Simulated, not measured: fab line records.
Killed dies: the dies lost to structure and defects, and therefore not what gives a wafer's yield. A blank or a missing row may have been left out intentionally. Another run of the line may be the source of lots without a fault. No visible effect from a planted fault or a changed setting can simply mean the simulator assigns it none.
Matching of chambers | flow nand harc | 4 sister chambers for NHARC_P_CONTACT_STRIP_28 on rie diel-13
The step strips in O2. 22 wafers are shown with their chamber, then 11 later ones without.

WAFERS PAIRED WITH THEIR CHAMBERS
wafer  | chamber | drypump motor current A (A) | oes product au (a.u.) | throttle valve pct (%)
L081.1 | 3       | 5.43                        | 0.982                 | 17.044
L081.3 | 0       | 5.89                        | 1.016                 | 17.023
L081.6 | 3       | 5.40                        | 0.980                 | 17.061
L084.3 | 0       | 5.88                        | 1.011                 | 17.031
L084.4 | 2       | 6.12                        | 1.002                 | 17.052
L084.5 | 0       | 5.88                        | 1.014                 | 17.029
L079.1 | 0       | 5.90                        | 1.020                 | 17.015
L079.3 | 3       | 5.42                        | 0.991                 | 17.025
L079.5 | 2       | 6.14                        | 1.006                 | 17.035
L085.3 | 2       | 6.14                        | 1.013                 | 17.046
L085.4 | 1       | 5.67                        | 0.993                 | 17.029
L085.6 | 3       | 5.44                        | 0.984                 | 17.035
L087.1 | 1       | 5.66                        | 0.992                 | 17.041
L087.2 | 3       | 5.44                        | 0.986                 | 17.051
L087.5 | 3       | 5.43                        | 0.987                 | 17.045
L088.3 | 0       | 5.90                        | 1.016                 | 17.030
L088.4 | 3       | 5.40                        | 0.986                 | 17.027
L088.5 | 2       | 6.12                        | 0.997                 | 17.032
L092.1 | 2       | 6.16                        | 0.996                 | 17.021
L092.5 | 3       | 5.44                        | 0.986                 | 17.047
L092.6 | 2       | 6.16                        | 1.013                 | 17.026
L093.1 | 1       | 5.67                        | 0.992                 | 17.025

SIGNATURES, as means of the wafers listed above
reading                 | chamber 0 | chamber 1 | chamber 2 | chamber 3 | scatter within a chamber
drypump motor current A | 5.8900    | 5.6667    | 6.1400    | 5.4250    | 0.015
oes product au          | 1.01540   | 0.99233   | 1.00450   | 0.98525   | 0.00473
throttle valve pct      | 17.02560  | 17.03167  | 17.03533  | 17.04188  | 0.0107
Rule: a wafer lies at a distance from a chamber equal to the root of the sum of squares, over the readings, of (its reading less the chamber's mean, divided by the reading's scatter). If the next closest chamber is less than 2 further off than the closest, the wafer can't be placed; otherwise it belongs to the closest. How the scatter is found: for the shown wafers, subtract from each reading the mean of its chamber, square and add these, divide the total by (wafers less chambers), then take the root.

WAFERS WHOSE CHAMBER IS MISSING
wafer  | drypump motor current A (A) | oes product au (a.u.) | throttle valve pct (%)
L093.2 | 6.11                        | 0.991                 | 17.022
L093.5 | 5.42                        | 0.974                 | 17.030
L094.1 | 5.66                        | 0.989                 | 17.038
L094.2 | 5.43                        | 0.978                 | 17.029
L094.3 | 6.13                        | 1.006                 | 17.037
L094.4 | 5.67                        | 0.988                 | 17.036
L094.5 | 5.41                        | 0.982                 | 17.033
L094.6 | 6.12                        | 1.009                 | 17.034
L095.1 | 5.42                        | 0.971                 | 17.050
L095.3 | 5.90                        | 0.998                 | 17.027
L095.5 | 5.90                        | 0.998                 | 17.044

WHICH CHAMBER EACH WENT THROUGH
wafer  | from the rows above | in truth
L093.2 | 2                   | 2
L093.5 | 3                   | 3
L094.1 | 1                   | 1
L094.2 | 3                   | 3
L094.3 | 2                   | 2
L094.4 | 1                   | 1
L094.5 | 3                   | 3
L094.6 | 2                   | 2
L095.1 | 3                   | 3
L095.3 | 0                   | 0
L095.5 | 0                   | 0
Placed correctly: 11 of 11. Left unplaced by these rows: 0. Number placed wrongly: 0.
